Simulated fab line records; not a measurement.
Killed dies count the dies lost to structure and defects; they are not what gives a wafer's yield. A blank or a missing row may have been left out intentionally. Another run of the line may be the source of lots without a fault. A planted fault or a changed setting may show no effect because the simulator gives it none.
Chamber matching ; flow n5_finfet ; 4 sister chambers for N5_GATE_CUT_STRIP_41 on rie_diel-06
The step strips in CF4. 16 wafers are shown with their chamber, then 8 later ones without.

WAFERS PAIRED WITH THEIR CHAMBERS
wafer;chamber;showerhead_plenum_p_Torr (Torr);drypump_motor_current_A (A);throttle_valve_pct (%)
L075.3;2;1.73;5.4;13.74
L075.4;1;1.74;5.9;13.73
L075.6;3;1.71;6.4;13.34
L078.3;2;1.73;5.5;13.72
L078.4;1;1.74;5.9;13.74
L078.5;0;1.86;5.5;14.06
L079.1;2;1.73;5.5;13.74
L079.3;3;1.71;6.4;13.37
L079.5;2;1.73;5.5;13.73
L082.2;3;1.71;6.4;13.37
L082.3;0;1.85;5.5;14.05
L082.6;3;1.71;6.3;13.38
L087.3;2;1.73;5.4;13.77
L087.5;1;1.74;5.9;13.78
L087.6;0;1.85;5.5;14.09
L092.3;3;1.70;6.4;13.39

SIGNATURES, as means of the wafers listed above
reading;chamber 0;chamber 1;chamber 2;chamber 3;scatter within a chamber
showerhead_plenum_p_Torr;1.8533;1.7400;1.7300;1.7080;0.0035
drypump_motor_current_A;5.500;5.900;5.460;6.380;0.0408
throttle_valve_pct;14.0667;13.7500;13.7400;13.3700;0.0205
Rule: a wafer's distance from a chamber is the root of the sum, over the readings, of the square of ((its reading less the chamber's mean) divided by the reading's scatter). If the next closest chamber is less than 2 further off than the closest, the wafer can't be placed; otherwise it belongs to the closest. The scatter: the root of (the sum of the squares of (reading less its chamber's mean) over the shown wafers, divided by (wafers less chambers)).

WAFERS WHOSE CHAMBER IS MISSING
wafer;showerhead_plenum_p_Torr (Torr);drypump_motor_current_A (A);throttle_valve_pct (%)
L092.5;1.72;5.4;13.79
L092.6;1.70;6.4;13.41
L094.1;1.70;6.4;13.42
L094.2;1.73;6.0;13.80
L094.4;1.85;5.5;14.13
L097.4;1.73;5.9;13.81
L097.5;1.85;5.5;14.12
L097.6;1.73;5.9;13.81

WHICH CHAMBER EACH ONE RAN IN
wafer;from the rows above;in truth
L092.5;2;2
L092.6;3;3
L094.1;3;3
L094.2;1;1
L094.4;0;0
L097.4;1;1
L097.5;0;0
L097.6;1;1
8 of 8 placed correctly. Can't be placed from these rows: 0. Number placed wrongly: 0.
